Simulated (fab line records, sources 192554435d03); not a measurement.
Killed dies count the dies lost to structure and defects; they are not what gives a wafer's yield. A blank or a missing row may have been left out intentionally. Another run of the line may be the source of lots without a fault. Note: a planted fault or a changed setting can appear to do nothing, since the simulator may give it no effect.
Which tool did it? / flow n5Finfet / Sampling: 24 lots, 72 wafers, 2 of 1938 route steps

== WHAT THE GAUGES READ, wafer by wafer ==
N5_FIN_SAQP_OVL_MEAS_17.
lot=L074; measured=day 1 23:30; on=overlay-02; FIN_CORE_OVL (nm)=0.3 1.6 0.1
lot=L075; measured=day 2 05:49; on=overlay-01; FIN_CORE_OVL (nm)=-1.3 -1.5 -0.2
lot=L076; measured=day 2 09:14; on=overlay-02; FIN_CORE_OVL (nm)=-0.9 -0.8 -0.5
lot=L077; measured=day 2 16:04; on=overlay-01; FIN_CORE_OVL (nm)=-0.5 -0.6 -1.5
lot=L078; measured=day 2 21:37; on=overlay-01; FIN_CORE_OVL (nm)=0.2 -0.1 0.5
lot=L079; measured=day 3 03:47; on=overlay-02; FIN_CORE_OVL (nm)=0.5 0.0 0.1
lot=L080; measured=day 3 11:28; on=overlay-02; FIN_CORE_OVL (nm)=-0.2 -0.3 0.0
lot=L081; measured=day 3 17:12; on=overlay-01; FIN_CORE_OVL (nm)=-0.5 -0.7 -0.2
lot=L082; measured=day 3 21:39; on=overlay-02; FIN_CORE_OVL (nm)=1.7 1.2 1.7
lot=L083; measured=day 4 04:20; on=overlay-02; FIN_CORE_OVL (nm)=0.0 -1.2 -1.2
lot=L084; measured=day 4 10:04; on=overlay-01; FIN_CORE_OVL (nm)=-0.8 0.4 0.3
lot=L085; measured=day 4 15:50; on=overlay-02; FIN_CORE_OVL (nm)=-0.4 2.2 1.6
lot=L086; measured=day 4 22:10; on=overlay-02; FIN_CORE_OVL (nm)=-0.8 -1.1 -0.3
lot=L087; measured=day 5 05:00; on=overlay-02; FIN_CORE_OVL (nm)=-0.5 -1.1 0.2
lot=L088; measured=day 5 12:28; on=overlay-01; FIN_CORE_OVL (nm)=-2.1 -2.4 -1.1
lot=L089; measured=day 5 16:12; on=overlay-01; FIN_CORE_OVL (nm)=0.6 1.3 2.0
lot=L090; measured=day 5 22:47; on=overlay-01; FIN_CORE_OVL (nm)=-0.2 1.4 0.3
lot=L091; measured=day 6 03:49; on=overlay-02; FIN_CORE_OVL (nm)=-1.2 -0.5 0.9
lot=L092; measured=day 6 10:07; on=overlay-01; FIN_CORE_OVL (nm)=-0.4 -0.1 0.4
lot=L093; measured=day 6 17:12; on=overlay-01; FIN_CORE_OVL (nm)=-1.8 -1.0 -0.2
lot=L094; measured=day 6 22:43; on=overlay-01; FIN_CORE_OVL (nm)=-0.3 1.5 0.3
lot=L095; measured=day 7 04:19; on=overlay-01; FIN_CORE_OVL (nm)=1.4 -0.4 0.1
lot=L096; measured=day 7 09:46; on=overlay-01; FIN_CORE_OVL (nm)=0.0 -0.3 0.3
lot=L097; measured=day 7 15:50; on=overlay-02; FIN_CORE_OVL (nm)=0.0 -0.3 0.2

== EACH LOT AND THE TOOL THAT RAN IT (in order: tool; ch and the chambers of the sampled wafers; start) ==
lot=L074; N5_FIN_SAQP_PECVD_06=pecvd-01 ch 0,1, day 1 22:59
lot=L075; N5_FIN_SAQP_PECVD_06=pecvd-03 ch 0,1, day 2 05:10
lot=L076; N5_FIN_SAQP_PECVD_06=pecvd-01 ch 0,1, day 2 08:44
lot=L077; N5_FIN_SAQP_PECVD_06=pecvd-04 ch 0,1, day 2 15:25
lot=L078; N5_FIN_SAQP_PECVD_06=pecvd-01 ch 0,1, day 2 21:08
lot=L079; N5_FIN_SAQP_PECVD_06=pecvd-01 ch 1,2, day 3 03:18
lot=L080; N5_FIN_SAQP_PECVD_06=pecvd-04 ch 0,1,2, day 3 10:50
lot=L081; N5_FIN_SAQP_PECVD_06=pecvd-03 ch 0,1, day 3 16:34
lot=L082; N5_FIN_SAQP_PECVD_06=pecvd-03 ch 0,2, day 3 21:10
lot=L083; N5_FIN_SAQP_PECVD_06=pecvd-03 ch 0,1,2, day 4 03:43
lot=L084; N5_FIN_SAQP_PECVD_06=pecvd-03 ch 1,2, day 4 09:27
lot=L085; N5_FIN_SAQP_PECVD_06=pecvd-04 ch 0,1,2, day 4 15:13
lot=L086; N5_FIN_SAQP_PECVD_06=pecvd-01 ch 0,1,2, day 4 21:33
lot=L087; N5_FIN_SAQP_PECVD_06=pecvd-03 ch 0,1,2, day 5 04:32
lot=L088; N5_FIN_SAQP_PECVD_06=pecvd-03 ch 0,1,2, day 5 11:59
lot=L089; N5_FIN_SAQP_PECVD_06=pecvd-04 ch 0,1,2, day 5 15:35
lot=L090; N5_FIN_SAQP_PECVD_06=pecvd-04 ch 1,2, day 5 22:10
lot=L091; N5_FIN_SAQP_PECVD_06=pecvd-03 ch 1,2, day 6 03:12
lot=L092; N5_FIN_SAQP_PECVD_06=pecvd-03 ch 0,1,2, day 6 09:32
lot=L093; N5_FIN_SAQP_PECVD_06=pecvd-01 ch 0,2, day 6 16:34
lot=L094; N5_FIN_SAQP_PECVD_06=pecvd-04 ch 0,2, day 6 22:07
lot=L095; N5_FIN_SAQP_PECVD_06=pecvd-01 ch 0,2, day 7 03:41
lot=L096; N5_FIN_SAQP_PECVD_06=pecvd-03 ch 0,1,2, day 7 09:09
lot=L097; N5_FIN_SAQP_PECVD_06=pecvd-04 ch 0,1, day 7 15:21
- N5_FIN_SAQP_PECVD_06: deposits a-Si from SiH4/He, target thk 60 nm, time 48.1 s.

== AS READ BY THE TOOLS THEMSELVES (means over the sampled wafers that have a number; for cases with no such wafer, the mark the record gives instead) ==
N5_FIN_SAQP_PECVD_06.
lot=L074; tool=pecvd-01; heaterPowerW (W)=944; rfFwdPowerW (W)=98.8; showerheadPlenumPTorr (Torr)=5.65; throttleValvePct (%)=19.8
lot=L075; tool=pecvd-03; heaterPowerW (W)=815; rfFwdPowerW (W)=99.6; showerheadPlenumPTorr (Torr)=5.74; throttleValvePct (%)=17.4
lot=L076; tool=pecvd-01; heaterPowerW (W)=941; rfFwdPowerW (W)=99.0; showerheadPlenumPTorr (Torr)=5.66; throttleValvePct (%)=19.7
lot=L077; tool=pecvd-04; heaterPowerW (W)=883; rfFwdPowerW (W)=99.1; showerheadPlenumPTorr (Torr)=5.71; throttleValvePct (%)=19.4
lot=L078; tool=pecvd-01; heaterPowerW (W)=885; rfFwdPowerW (W)=99.4; showerheadPlenumPTorr (Torr)=5.66; throttleValvePct (%)=19.7
lot=L079; tool=pecvd-01; heaterPowerW (W)=863; rfFwdPowerW (W)=99.4; showerheadPlenumPTorr (Torr)=5.66; throttleValvePct (%)=18.4
lot=L080; tool=pecvd-04; heaterPowerW (W)=801; rfFwdPowerW (W)=99.4; showerheadPlenumPTorr (Torr)=5.70; throttleValvePct (%)=19.3
lot=L081; tool=pecvd-03; heaterPowerW (W)=819; rfFwdPowerW (W)=99.7; showerheadPlenumPTorr (Torr)=5.68; throttleValvePct (%)=17.9
lot=L082; tool=pecvd-03; heaterPowerW (W)=882; rfFwdPowerW (W)=99.8; showerheadPlenumPTorr (Torr)=5.65; throttleValvePct (%)=18.1
lot=L083; tool=pecvd-03; heaterPowerW (W)=841; rfFwdPowerW (W)=99.3; showerheadPlenumPTorr (Torr)=5.70; throttleValvePct (%)=17.7
lot=L084; tool=pecvd-03; heaterPowerW (W)=869; rfFwdPowerW (W)=99.4; showerheadPlenumPTorr (Torr)=5.72; throttleValvePct (%)=17.6
lot=L085; tool=pecvd-04; heaterPowerW (W)=787; rfFwdPowerW (W)=99.3; showerheadPlenumPTorr (Torr)=5.69; throttleValvePct (%)=19.4
lot=L086; tool=pecvd-01; heaterPowerW (W)=893; rfFwdPowerW (W)=99.3; showerheadPlenumPTorr (Torr)=5.63; throttleValvePct (%)=18.6
lot=L087; tool=pecvd-03; heaterPowerW (W)=850; rfFwdPowerW (W)=99.6; showerheadPlenumPTorr (Torr)=5.70; throttleValvePct (%)=17.7
lot=L088; tool=pecvd-03; heaterPowerW (W)=881; rfFwdPowerW (W)=99.2; showerheadPlenumPTorr (Torr)=5.71; throttleValvePct (%)=17.6
lot=L089; tool=pecvd-04; heaterPowerW (W)=796; rfFwdPowerW (W)=99.3; showerheadPlenumPTorr (Torr)=5.71; throttleValvePct (%)=19.1
lot=L090; tool=pecvd-04; heaterPowerW (W)=807; rfFwdPowerW (W)=99.0; showerheadPlenumPTorr (Torr)=5.71; throttleValvePct (%)=18.9
lot=L091; tool=pecvd-03; heaterPowerW (W)=864; rfFwdPowerW (W)=99.5; showerheadPlenumPTorr (Torr)=5.72; throttleValvePct (%)=17.6
lot=L092; tool=pecvd-03; heaterPowerW (W)=867; rfFwdPowerW (W)=99.3; showerheadPlenumPTorr (Torr)=5.70; throttleValvePct (%)=17.9
lot=L093; tool=pecvd-01; heaterPowerW (W)=852; rfFwdPowerW (W)=98.9; showerheadPlenumPTorr (Torr)=5.65; throttleValvePct (%)=17.7
lot=L094; tool=pecvd-04; heaterPowerW (W)=691; rfFwdPowerW (W)=99.6; showerheadPlenumPTorr (Torr)=5.68; throttleValvePct (%)=19.1
lot=L095; tool=pecvd-01; heaterPowerW (W)=771; rfFwdPowerW (W)=99.2; showerheadPlenumPTorr (Torr)=5.65; throttleValvePct (%)=17.5
lot=L096; tool=pecvd-03; heaterPowerW (W)=858; rfFwdPowerW (W)=99.5; showerheadPlenumPTorr (Torr)=5.71; throttleValvePct (%)=17.8
lot=L097; tool=pecvd-04; heaterPowerW (W)=853; rfFwdPowerW (W)=99.5; showerheadPlenumPTorr (Torr)=5.70; throttleValvePct (%)=19.7

== THE ANSWER, worked out from the rows above alone ==
Rule: what is usual is taken from the lots themselves. Put in order of their means at a reading, lots are off if they are a third of the lots or fewer, leave a main group of 4 or more, and stand apart from it by a gap of 3 or more times the standard deviation of the main group's means; of several such gaps the widest counts. A main group is skipped when, at the precision printed for the reading in the tables above, its means are all equal. Also off: a lot with no number at a reading for which 4 or more lots have one. All remaining lots with rows at the step are treated as sound. The gauges are gone through in route order, then the tools' own readings, and for those a lot's mean is taken as printed above. The first step at which some lot is off is used, and at that step the reading that is off furthest; a lot without a number counts as furthest.
No lot is off at any reading shown: from this, nothing can be told.

== WHAT WAS PUT IN BY THE SIMULATOR ==
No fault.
